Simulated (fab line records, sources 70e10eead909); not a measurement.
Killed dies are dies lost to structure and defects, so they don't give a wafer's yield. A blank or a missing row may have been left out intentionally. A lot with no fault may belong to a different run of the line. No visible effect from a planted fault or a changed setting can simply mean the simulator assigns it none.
fab line records    flow nandHarc
record lots=24  wafers=72  lastDay=24
route steps=1159 shown A_CONTACT@945 A_M0@1019
lots that met no fault: from a run of the same line without faults
startH: hours from the record's opening day to when the first of the lot's shown wafers began    waitH: hours from the lot's prior step to this one    " unchanged from the row above    L1.1+2: several wafers, shown together as one row    - either no value or no given start    * or withheld: withheld    < > ~ a bound
route shown NAME@n: names a module that has steps shown in the file, with the first one's number in the route    usual: mean/standard deviation of fault-free wafers    same: alike in all rows    chamber/n: place in a boat    sites: per-site readings    _std_site: standard deviation across them    _edge_site: inner sites' mean taken away from outer sites' mean    radiusMm: how far each site lies from the wafer's centre    mask NAME#n: copy n    behind: the most recent tool/chamber to have shaped the wafer    hold: cause of the lot's hold/its duration in hours/its outcome    device: names the non-switching transistor (n, p or np)    end of line: the same wafers' tests at the end of the route    a step without rows: its recipe alone    killed: not the wafer's yield, but the dies lost to structure and defects at the first sort    map: dies across one wafer; x = killed, . = not, _ = none there
set.NAME: the setting that was run; set.NAME@STEP: the one run at that earlier step    model.NAME: the simulator's own value behind a step, which no gauge read
a sample of lots followed through the steps of the route, with each step as a table and each wafer as a row
services: when a tool's chamber went out of use (startH, in hours from the record's first day, below 0 if earlier), for how many hours, and the reason
## steps
# step NHARC_A_CONTACT_ETCH_136
# recipe sourceW=withheld  pressureMtorr=20  biasV=3000  timeS=132  targetDepthA=12870  arFlowSccm=withheld  c4f8FlowSccm=withheld  o2FlowSccm=withheld  chemistry=C4F8/O2/Ar
lot.wafer  tool           chamber  startH  waitH  rfHoursCounterH
L074.4     harCapEtch-02  0        376.97  0.1    -
L074.5     "              1        "       "      -
L074.6     "              0        "       "      -
L075.2     harCapEtch-03  1        390.13  0.1    88
L075.4     "              0        "       "      -
L075.6     "              1        "       "      -
L076.1     harCapEtch-03  1        391.35  0.1    88
L076.2     "              0        "       "      88
L076.6     "              1        "       "      -
L077.1     harCapEtch-01  0        397.33  0.1    63
L077.2     "              1        "       "      63
L077.5     "              0        "       "      -
L080.2     harCapEtch-02  1        401.85  0.1    16
L080.3     "              1        "       "      -
L080.6     "              1        "       "      -
L079.1     harCapEtch-01  0        402.58  0.1    63
L079.3     "              0        "       "      -
L079.6     "              0        "       "      -
L078.2     harCapEtch-03  0        404.95  0.1    92
L078.3     "              1        "       "      -
L078.4     "              0        "       "      -
L081.2     harCapEtch-01  0        424.83  0.1    65
L081.3     "              1        "       "      -
L081.4     "              0        "       "      -
L082.1     harCapEtch-03  0        435.51  0.1    96
L082.6     "              0        "       "      -
L082.5     "              1        "       "      -
L083.1     harCapEtch-02  1        438.44  0.1    21
L083.2     "              0        "       "      21
L083.5     "              1        "       "      -
L084.3     harCapEtch-03  1        443.62  0.1    -
L084.5     "              0        "       "      -
L084.6     "              1        "       "      -
L086.2     harCapEtch-02  1        449.14  0.1    23
L086.1     "              0        "       "      23
L086.4     "              0        "       "      -
L087.1     harCapEtch-02  0        451.42  0.1    24
L087.4     "              1        "       "      -
L087.5     "              1        "       "      -
L088.2     harCapEtch-03  1        455.47  0.1    100
L088.4     "              0        "       "      -
L088.5     "              1        "       "      -
L085.1     harCapEtch-01  0        456.57  0.1    73
L085.4     "              0        "       "      -
L085.6     "              1        "       "      -
L089.1     harCapEtch-01  1        476.20  0.1    75
L089.4     "              1        "       "      -
L089.5     "              0        "       "      -
L090.1     harCapEtch-03  1        477.44  0.1    103
L090.3     "              0        "       "      -
L090.5     "              0        "       "      -
L091.4     harCapEtch-03  1        486.09  0.1    -
L091.6     "              0        "       "      -
L091.5     "              1        "       "      -
L092.2     harCapEtch-02  1        487.53  0.1    30
L092.3     "              1        "       "      -
L092.6     "              1        "       "      -
L094.2     harCapEtch-03  1        513.76  0.1    107
L094.4     "              0        "       "      -
L094.3     "              1        "       "      -
L095.1     harCapEtch-01  0        517.17  0.1    82
L095.2     "              1        "       "      82
L095.3     "              1        "       "      -
L093.1     harCapEtch-02  1        522.87  0.1    36
L093.4     "              1        "       "      -
L093.3     "              0        "       "      -
L096.2     harCapEtch-03  1        525.43  0.1    110
L096.6     "              0        "       "      -
L096.5     "              1        "       "      -
L097.1     harCapEtch-01  1        528.69  0.1    85
L097.3     "              0        "       "      -
L097.5     "              1        "       "      -
# step NHARC_A_CONTACT_ETCH_138
# recipe sourceW=withheld  pressureMtorr=20  biasV=3000  timeS=132  targetDepthA=12890  arFlowSccm=withheld  c4f8FlowSccm=withheld  o2FlowSccm=withheld  chemistry=C4F8/O2/Ar
lot.wafer  tool           chamber  startH  waitH  rfHoursCounterH
L074.4     harCapEtch-02  0        377.21  0.1    -
L074.5     "              1        "       "      -
L074.6     "              0        "       "      -
L075.2     harCapEtch-03  1        390.45  0.1    88
L075.4     "              0        "       "      -
L075.6     "              1        "       "      -
L076.1     harCapEtch-03  1        391.67  0.1    89
L076.2     "              0        "       "      89
L076.6     "              1        "       "      -
L077.1     harCapEtch-01  0        397.57  0.1    63
L077.2     "              1        "       "      63
L077.5     "              0        "       "      -
L080.2     harCapEtch-02  1        402.18  0.1    16
L080.3     "              1        "       "      -
L080.6     "              1        "       "      -
L079.1     harCapEtch-01  0        402.83  0.1    63
L079.3     "              0        "       "      -
L079.6     "              0        "       "      -
L078.2     harCapEtch-03  0        405.20  0.1    92
L078.3     "              1        "       "      -
L078.4     "              0        "       "      -
L081.2     harCapEtch-01  0        425.08  0.1    66
L081.3     "              1        "       "      -
L081.4     "              0        "       "      -
L082.1     harCapEtch-03  0        435.76  0.1    96
L082.6     "              0        "       "      -
L082.5     "              1        "       "      -
L083.1     harCapEtch-02  1        438.68  0.1    21
L083.2     "              0        "       "      21
L083.5     "              1        "       "      -
L084.3     harCapEtch-03  1        443.86  0.1    -
L084.5     "              0        "       "      -
L084.6     "              1        "       "      -
L086.2     harCapEtch-02  1        449.39  0.1    23
L086.1     "              0        "       "      23
L086.4     "              0        "       "      -
L087.1     harCapEtch-02  0        451.67  0.1    24
L087.4     "              1        "       "      -
L087.5     "              1        "       "      -
L088.2     harCapEtch-03  1        455.72  0.1    100
L088.4     "              0        "       "      -
L088.5     "              1        "       "      -
L085.1     harCapEtch-01  0        456.81  0.1    73
L085.4     "              0        "       "      -
L085.6     "              1        "       "      -
L089.1     harCapEtch-01  1        476.45  0.1    75
L089.4     "              1        "       "      -
L089.5     "              0        "       "      -
L090.1     harCapEtch-03  1        477.68  0.1    103
L090.3     "              0        "       "      -
L090.5     "              0        "       "      -
L091.4     harCapEtch-03  1        486.33  0.1    -
L091.6     "              0        "       "      -
L091.5     "              1        "       "      -
L092.2     harCapEtch-02  1        487.85  0.1    30
L092.3     "              1        "       "      -
L092.6     "              1        "       "      -
L094.2     harCapEtch-03  1        514.00  0.1    107
L094.4     "              0        "       "      -
L094.3     "              1        "       "      -
L095.1     harCapEtch-01  0        517.41  0.1    82
L095.2     "              1        "       "      82
L095.3     "              1        "       "      -
L093.1     harCapEtch-02  1        523.11  0.1    36
L093.4     "              1        "       "      -
L093.3     "              0        "       "      -
L096.2     harCapEtch-03  1        525.67  0.1    111
L096.6     "              0        "       "      -
L096.5     "              1        "       "      -
L097.1     harCapEtch-01  1        528.94  0.1    85
L097.3     "              0        "       "      -
L097.5     "              1        "       "      -
# step NHARC_A_CONTACT_ETCH_139
# recipe sourceW=withheld  pressureMtorr=20  biasV=400  timeS=137  targetDepthA=5900  arFlowSccm=withheld  c4f8FlowSccm=11.5  o2FlowSccm=7.2  chemistry=C4F8/O2/Ar
lot.wafer  tool           chamber  startH  waitH  rfHoursCounterH
L074.4     harCapEtch-02  0        377.39  0.2    -
L074.5     "              1        "       "      -
L074.6     "              0        "       "      -
L075.2     harCapEtch-03  1        390.62  0.1    88
L075.4     "              0        "       "      -
L075.6     "              1        "       "      -
L076.1     harCapEtch-03  1        391.83  0.1    89
L076.2     "              0        "       "      89
L076.6     "              1        "       "      -
L077.1     harCapEtch-01  0        397.69  0.1    63
L077.2     "              1        "       "      63
L077.5     "              0        "       "      -
L080.2     harCapEtch-02  1        402.34  0.1    16
L080.3     "              1        "       "      -
L080.6     "              1        "       "      -
L079.1     harCapEtch-01  0        402.97  0.1    64
L079.3     "              0        "       "      -
L079.6     "              0        "       "      -
L078.2     harCapEtch-03  0        405.34  0.1    92
L078.3     "              1        "       "      -
L078.4     "              0        "       "      -
L081.2     harCapEtch-01  0        425.22  0.1    66
L081.3     "              1        "       "      -
L081.4     "              0        "       "      -
L082.1     harCapEtch-03  0        435.88  0.1    97
L082.6     "              0        "       "      -
L082.5     "              1        "       "      -
L083.1     harCapEtch-02  1        438.81  0.1    22
L083.2     "              0        "       "      22
L083.5     "              1        "       "      -
L084.3     harCapEtch-03  1        444.03  0.2    -
L084.5     "              0        "       "      -
L084.6     "              1        "       "      -
L086.2     harCapEtch-02  1        449.51  0.1    23
L086.1     "              0        "       "      23
L086.4     "              0        "       "      -
L087.1     harCapEtch-02  0        451.79  0.1    24
L087.4     "              1        "       "      -
L087.5     "              1        "       "      -
L088.2     harCapEtch-03  1        455.86  0.1    100
L088.4     "              0        "       "      -
L088.5     "              1        "       "      -
L085.1     harCapEtch-01  0        456.94  0.1    73
L085.4     "              0        "       "      -
L085.6     "              1        "       "      -
L089.1     harCapEtch-01  1        476.59  0.1    75
L089.4     "              1        "       "      -
L089.5     "              0        "       "      -
L090.1     harCapEtch-03  1        477.82  0.1    104
L090.3     "              0        "       "      -
L090.5     "              0        "       "      -
L091.4     harCapEtch-03  1        486.51  0.2    -
L091.6     "              0        "       "      -
L091.5     "              1        "       "      -
L092.2     harCapEtch-02  1        488.02  0.1    30
L092.3     "              1        "       "      -
L092.6     "              1        "       "      -
L094.2     harCapEtch-03  1        514.14  0.1    108
L094.4     "              0        "       "      -
L094.3     "              1        "       "      -
L095.1     harCapEtch-01  0        517.54  0.1    82
L095.2     "              1        "       "      82
L095.3     "              1        "       "      -
L093.1     harCapEtch-02  1        523.23  0.1    36
L093.4     "              1        "       "      -
L093.3     "              0        "       "      -
L096.2     harCapEtch-03  1        525.81  0.1    111
L096.6     "              0        "       "      -
L096.5     "              1        "       "      -
L097.1     harCapEtch-01  1        529.06  0.1    85
L097.3     "              0        "       "      -
L097.5     "              1        "       "      -
# step NHARC_A_CONTACT_CVD_19
# recipe targetThkA=3000  tempC=300  pressureTorr=40  wf6FlowSccm=40  h2FlowSccm=1600  arFlowSccm=1560  timeS=802  material=W
# usual heaterPowerW=462/25  mfcH2Sccm=1599/4.8  throttleValvePct=7.92/0.22
lot.wafer  tool     chamber  startH  waitH  heaterPowerW  mfcH2Sccm  throttleValvePct
L074.4     cvdW-01  1        -       -      484           1604       8.12
L074.6     "        1        "       "      486           1601       8.15
L074.5     "        0        "       "      492           1599       7.75
L075.2     cvdW-02  1        -       -      435           1597       7.85
L075.4     "        0        "       "      436           1597       7.61
L075.6     "        0        "       "      443           1591       7.56
L076.2     cvdW-01  0        -       -      496           1593       7.98
L076.1     "        1        "       "      479           1596       8.28
L076.6     "        1        "       "      481           1596       7.95
L077.2     cvdW-02  0        -       -      432           1600       7.45
L077.1     "        1        "       "      440           1599       7.81
L077.5     "        1        "       "      444           1600       7.53
L080.2     cvdW-01  0        -       -      499           1605       7.84
L080.3     "        1        "       "      475           1599       7.99
L080.6     "        0        "       "      502           1600       7.90
L079.1     cvdW-02  1        -       -      425           1605       7.63
L079.3     "        1        "       "      434           1604       7.78
L079.6     "        0        "       "      445           1595       7.65
L078.2     cvdW-01  1        -       -      482           1605       7.98
L078.4     "        1        "       "      484           1599       8.26
L078.3     "        0        "       "      506           1596       8.14
L081.2     cvdW-01  1        -       -      479           1598       8.15
L081.3     "        0        "       "      495           1601       8.05
L081.4     "        1        "       "      486           1600       8.34
L082.1     cvdW-01  0        -       -      503           1598       8.06
L082.5     "        0        "       "      493           1599       8.05
L082.6     "        1        "       "      481           1609       8.33
L083.2     cvdW-02  0        -       -      440           1599       7.67
L083.1     "        1        "       "      447           1593       7.75
L083.5     "        1        "       "      433           1593       7.90
L084.3     cvdW-01  0        -       -      505           1597       7.74
L084.5     "        1        "       "      487           1600       8.21
L084.6     "        0        "       "      503           1598       8.02
L086.1     cvdW-02  0        -       -      450           1602       7.83
L086.2     "        1        "       "      442           1592       7.88
L086.4     "        0        "       "      436           1604       7.64
L087.1     cvdW-01  0        -       -      497           1603       8.10
L087.4     "        1        "       "      481           1595       8.02
L087.5     "        0        "       "      506           1602       7.87
L088.2     cvdW-02  0        -       -      434           1598       7.62
L088.4     "        0        "       "      438           1596       7.50
L088.5     "        1        "       "      442           1598       7.81
L085.1     cvdW-01  0        -       -      483           1607       8.03
L085.4     "        1        "       "      472           1601       8.24
L085.6     "        0        "       "      493           1597       8.00
L089.1     cvdW-02  1        -       -      436           1594       7.72
L089.4     "        0        "       "      445           1585       7.79
L089.5     "        1        "       "      431           1603       7.97
L090.1     cvdW-02  1        -       -      433           1601       7.83
L090.3     "        0        "       "      436           1602       8.08
L090.5     "        0        "       "      437           1598       8.09
L091.4     cvdW-02  0        -       -      432           1596       7.94
L091.6     "        0        "       "      438           1600       7.56
L091.5     "        1        "       "      441           1604       7.66
L092.2     cvdW-02  0        -       -      447           1605       7.89
L092.3     "        0        "       "      454           1601       7.72
L092.6     "        0        "       "      446           1596       7.80
L094.2     cvdW-01  0        -       -      477           1593       7.98
L094.4     "        0        "       "      484           1593       8.17
L094.3     "        1        "       "      458           1600       8.11
L095.2     cvdW-01  0        -       -      482           1596       8.26
L095.1     "        1        "       "      474           1593       8.11
L095.3     "        0        "       "      481           1592       8.19
L093.1     cvdW-01  1        -       -      469           1608       8.02
L093.3     "        0        "       "      481           1595       8.04
L093.4     "        1        "       "      475           1603       8.07
L096.2     cvdW-02  1        -       -      438           1597       7.91
L096.6     "        0        "       "      435           1598       7.80
L096.5     "        1        "       "      436           1601       7.88
L097.1     cvdW-02  1        -       -      434           1601       7.74
L097.3     "        1        "       "      445           1596       7.80
L097.5     "        0        "       "      447           1597       7.81
# step NHARC_A_CONTACT_INSPECT_23
# usual rawDefectCount=459/150
lot.wafer  tool              chamber  startH  waitH  rawDefectCount
L074.4     defectInspect-02  -        381.84  0.1    668
L074.5     "                 -        "       "      465
L074.6     "                 -        "       "      493
L075.2     defectInspect-02  -        397.13  0.1    761
L075.4     "                 -        "       "      729
L075.6     "                 -        "       "      420
L076.1     defectInspect-01  -        397.54  0.1    206
L076.2     "                 -        "       "      307
L076.6     "                 -        "       "      619
L077.1     defectInspect-01  -        400.91  0.1    376
L077.2     "                 -        "       "      797
L077.5     "                 -        "       "      606
L080.2     defectInspect-02  -        407.52  0.1    458
L080.3     "                 -        "       "      415
L080.6     "                 -        "       "      496
L079.1     defectInspect-01  -        407.79  0.1    479
L079.3     "                 -        "       "      317
L079.6     "                 -        "       "      446
L078.2     defectInspect-02  -        411.08  0.1    382
L078.3     "                 -        "       "      524
L078.4     "                 -        "       "      607
L081.2     defectInspect-01  -        428.41  0.1    692
L081.3     "                 -        "       "      649
L081.4     "                 -        "       "      426
L082.1     defectInspect-01  -        439.07  0.1    690
L082.5     "                 -        "       "      424
L082.6     "                 -        "       "      524
L083.1     defectInspect-02  -        441.90  0.1    658
L083.2     "                 -        "       "      448
L083.5     "                 -        "       "      598
L084.3     defectInspect-02  -        447.20  0.1    813
L084.5     "                 -        "       "      511
L084.6     "                 -        "       "      378
L086.1     defectInspect-02  -        454.70  0.1    274
L086.2     "                 -        "       "      274
L086.4     "                 -        "       "      257
L087.1     defectInspect-01  -        455.02  0.1    318
L087.4     "                 -        "       "      231
L087.5     "                 -        "       "      233
L088.2     defectInspect-01  -        461.12  0.1    335
L088.4     "                 -        "       "      506
L088.5     "                 -        "       "      418
L085.1     defectInspect-02  -        461.83  0.1    247
L085.4     "                 -        "       "      314
L085.6     "                 -        "       "      389
L089.1     defectInspect-02  -        479.74  0.1    324
L089.4     "                 -        "       "      526
L089.5     "                 -        "       "      394
L090.1     defectInspect-01  -        488.99  0.1    598
L090.3     "                 -        "       "      437
L090.5     "                 -        "       "      475
L091.4     defectInspect-01  -        495.56  0.1    450
L091.5     "                 -        "       "      508
L091.6     "                 -        "       "      773
L092.2     defectInspect-01  -        496.29  0.1    487
L092.3     "                 -        "       "      690
L092.6     "                 -        "       "      577
L094.2     defectInspect-01  -        517.38  0.1    362
L094.3     "                 -        "       "      340
L094.4     "                 -        "       "      410
L095.1     defectInspect-02  -        520.64  0.1    278
L095.2     "                 -        "       "      238
L095.3     "                 -        "       "      380
L093.1     defectInspect-01  -        527.37  0.1    695
L093.3     "                 -        "       "      482
L093.4     "                 -        "       "      705
L096.2     defectInspect-02  -        528.86  0.1    395
L096.5     "                 -        "       "      481
L096.6     "                 -        "       "      604
L097.1     defectInspect-01  -        536.25  0.1    572
L097.3     "                 -        "       "      517
L097.5     "                 -        "       "      359
# step NHARC_A_M0_CMP_23
# recipe tOverpolishS=20  targetThkNm=113.75
# usual motorCurrentA=12.0/1.4  timeToEndpointS=28.9/2.1
# same tOverpolishS=20
lot.wafer  tool    chamber  startH  waitH  motorCurrentA  timeToEndpointS
L074.4     cmp-04  3        389.04  -      10.2           29.5
L074.5     "       0        "       "      9.4            30.2
L074.6     "       1        "       "      11.4           29.7
L075.4     cmp-04  2        404.38  -      13.5           31.9
L075.2     "       1        "       "      11.6           30.7
L075.6     "       3        "       "      10.1           31.6
L076.2     cmp-01  2        404.84  -      11.0           31.8
L076.1     "       1        "       "      10.8           28.9
L076.6     "       2        "       "      11.5           28.5
L077.2     cmp-03  1        410.08  -      10.9           29.9
L077.1     "       3        "       "      11.8           29.7
L077.5     "       2        "       "      12.4           31.4
L080.3     cmp-04  0        414.74  -      10.5           31.0
L080.2     "       3        "       "      10.4           27.6
L080.6     "       0        "       "      9.9            27.9
L079.3     cmp-03  3        414.94  -      11.7           28.9
L079.1     "       0        "       "      15.2           29.1
L079.6     "       3        "       "      12.8           31.1
L078.4     cmp-03  1        419.28  -      11.2           30.0
L078.3     "       2        "       "      12.0           29.2
L078.2     "       0        "       "      15.8           27.4
L081.4     cmp-01  2        439.02  -      10.6           31.0
L081.3     "       3        "       "      10.3           31.1
L081.2     "       0        "       "      12.7           30.6
L082.1     cmp-04  2        445.86  -      12.9           30.6
L082.5     "       1        "       "      12.1           29.8
L082.6     "       2        "       "      13.4           27.2
L083.2     cmp-04  3        448.63  -      10.4           25.9
L083.1     "       1        "       "      12.0           25.5
L083.5     "       2        "       "      13.0           28.8
L084.3     cmp-03  0        457.66  -      15.0           29.0
L084.5     "       3        "       "      12.0           28.1
L084.6     "       0        "       "      15.1           27.7
L086.4     cmp-01  0        463.72  -      13.6           28.2
L086.2     "       1        "       "      11.7           27.7
L086.1     "       2        "       "      11.2           28.2
L087.1     cmp-04  1        464.19  -      12.1           28.4
L087.4     "       0        "       "      9.9            30.0
L087.5     "       1        "       "      11.9           28.8
L088.2     cmp-01  3        469.48  -      10.5           29.9
L088.4     "       1        "       "      11.5           27.3
L088.5     "       3        "       "      11.1           28.7
L085.1     cmp-03  1        469.80  -      10.9           32.5
L085.4     "       3        "       "      11.7           30.4
L085.6     "       1        "       "      11.0           33.2
L089.1     cmp-01  0        496.81  -      13.5           28.2
L089.4     "       2        "       "      11.5           30.1
L089.5     "       0        "       "      13.5           30.0
L090.1     cmp-04  2        499.70  -      12.9           27.7
L090.3     "       3        "       "      10.3           27.1
L090.5     "       1        "       "      11.9           27.5
L091.4     cmp-04  3        504.95  -      10.1           25.8
L091.5     "       2        "       "      13.0           27.5
L091.6     "       3        "       "      10.5           29.3
L092.3     cmp-01  1        507.47  -      12.4           26.0
L092.2     "       3        "       "      10.9           28.5
L092.6     "       1        "       "      12.6           26.1
L094.3     cmp-03  2        524.63  -      12.4           29.4
L094.4     "       0        "       "      14.6           27.9
L094.2     "       1        "       "      10.5           28.8
L095.1     cmp-03  0        529.62  -      15.0           26.2
L095.2     "       1        "       "      10.8           28.3
L095.3     "       2        "       "      12.5           29.5
L093.1     cmp-03  1        537.04  -      11.1           27.7
L093.3     "       2        "       "      12.5           26.7
L093.4     "       3        "       "      12.0           25.5
L096.2     cmp-03  0        539.09  -      14.7           21.2
L096.5     "       1        "       "      11.7           28.0
L096.6     "       2        "       "      12.4           26.9
L097.1     cmp-03  3        543.48  -      12.3           25.8
L097.3     "       0        "       "      14.9           24.0
L097.5     "       2        "       "      12.4           31.7
## services
tool     chamber  startH  hours  kind
cmp-03   -        354.41  2.7    repair
cmp-01   -        375.66  4.0    pm
cvdW-02  -        382.82  13.0   pm
cvdW-02  0        382.82  13.0   ventCycle
cvdW-02  1        382.82  13.0   ventCycle
cvdW-02  0        395.82  -      clean
cvdW-02  1        395.82  -      clean
cmp-04   -        436.19  4.0    pm
cmp-04   -        440.19  -      consumableReplace:conditioner
cmp-04   -        448.00  0.5    repair
cmp-03   -        450.01  4.0    pm
cmp-03   -        454.01  -      consumableReplace:conditioner
cmp-03   -        454.01  -      consumableReplace:pad
cmp-03   -        473.17  1.1    repair
cmp-01   -        473.66  4.0    pm
cvdW-01  -        478.24  13.0   pm
cvdW-01  0        478.24  13.0   ventCycle
cvdW-01  1        478.24  13.0   ventCycle
cvdW-01  0        491.24  -      clean
cvdW-01  1        491.24  -      clean
cmp-01   -        526.92  4.7    repair
cvdW-01  1        530.16  14.8   repair
cmp-04   -        534.19  4.0    pm
cmp-04   -        542.22  0.5    repair
## key
fault none
